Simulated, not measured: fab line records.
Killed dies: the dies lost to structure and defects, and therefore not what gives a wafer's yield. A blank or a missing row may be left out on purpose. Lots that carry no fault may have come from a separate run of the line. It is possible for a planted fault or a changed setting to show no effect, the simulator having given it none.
Split-lot trial -- flow n5-finfet -- 21 wafers read across 7 lots, on a route 1938 steps long

== ABOUT THE SPLIT ==
At N5_BEOL_M10_COAT_63 (time 60 s, resist thk 100 nm), the setting spin-rpm was moved away from the recipe's 1500 rpm on 4 of the 21 wafers read, by -10.3% to -3.1%. The other wafers ran this setting at the recipe's value.

The split's own step is where the reading is taken.

== THE READING ==
SOC_of_BEOL_M10_COAT_63.thk-nm (the simulator's own value, which no gauge read), in nm, at N5_BEOL_M10_COAT_63 (time 60 s, resist thk 100 nm). No usual value for it is given in the file. Across the 17 wafers here that went through the recipe, the average is 99.8 nm and the standard deviation 0.19 nm.

wafer,"tool, chamber at the split","spin-rpm as run, rpm",against the recipe,"SOC_of_BEOL_M10_COAT_63.thk-nm, nm",against lot-mates on the recipe
L077.1,"litho-track-04, 0",1500,recipe,99.8,-
L077.3,"litho-track-04, 0",1500,recipe,99.8,-
L077.5,"litho-track-04, 0",1500,recipe,99.8,-
L079.1,"litho-track-04, 0",1500,recipe,99.6,-
L079.2,"litho-track-04, 0",1500,recipe,99.8,-
L079.4,"litho-track-04, 0",1500,recipe,100,-
L083.4,"litho-track-04, 0",1500,recipe,99.4,-
L083.6,"litho-track-04, 0",1500,recipe,99.4,-
L083.5,"litho-track-04, 0",1500,recipe,99.6,-
L084.2,"litho-track-02, 0",1454,-3.1%,101.6,+1.8
L084.3,"litho-track-02, 0",1500,recipe,99.8,-
L084.5,"litho-track-02, 0",1454,-3.1%,101.4,+1.6
L086.2,"litho-track-04, 0",1500,recipe,99.8,-
L086.4,"litho-track-04, 0",1500,recipe,99.6,-
L086.5,"litho-track-04, 0",1500,recipe,100,-
L087.1,"litho-track-02, 0",1346,-10.3%,105.4,+5.4
L087.3,"litho-track-02, 0",1346,-10.3%,105.8,+5.8
L087.6,"litho-track-02, 0",1500,recipe,100,-
L094.1,"litho-track-04, 0",1500,recipe,99.8,-
L094.2,"litho-track-04, 0",1500,recipe,100,-
L094.6,"litho-track-04, 0",1500,recipe,99.6,-

THE FIT
A straight line over all 21 wafers: SOC_of_BEOL_M10_COAT_63.thk-nm changes by -0.57 nm for each +1% of spin-rpm; r = -0.99; the points scatter about the line by 0.19 nm.
The same after taking each lot's own level away (the mean of its wafers on the recipe; 21 wafers): -0.546 nm for each +1%; r = -1.00; scatter 0.14 nm.
The reading moves by 5.6 nm for the largest change in spin-rpm, on that fit.
Measured against the standard deviation above, the lots' own levels, which go from 99.47 to 100.00 nm, span 2.8 times it.
The two slopes are in agreement: the lot-to-lot level therefore moves the slope only a little.
Check: with one of the wafers moved furthest among these (-10.3%) left out of the fit, the line predicts +5.78 nm for it against its lot-mates. It came out at +5.4 nm against them.

== THESE WAFERS: OTHER SPLITS ==
Before the reading, these wafers also passed through other splits. Each is held against what the fit with the lots' levels taken away leaves over:
other split on the same wafers,wafers away from the commonest value,r with SOC_of_BEOL_M10_COAT_63.thk-nm (lot level and that fit taken away)
N5_BEOL_M5_COAT_22 spin-rpm,5,-0.01
N5_BEOL_M6_ETCH_62 time-s,5,-0.08
N5_BEOL_M6_COAT_22 spin-rpm,6,+0.18
N5_BEOL_M6_DEP_56 time-s,7,-0.18
N5_BEOL_M7_HM_DEP_02 target-thk-a,3,-0.01
N5_BEOL_M7_DEP_56 time-s,4,+0.16
N5_BEOL_M8_COAT_60 spin-rpm,6,+0.06
N5_BEOL_M8_TRENCH_ETCH_37 bias-w,8,-0.05

== FILE'S OWN FIT ==
SOC_of_BEOL_M10_COAT_63.thk-nm changes by -0.546 nm for each +1% of spin-rpm, r = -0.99.
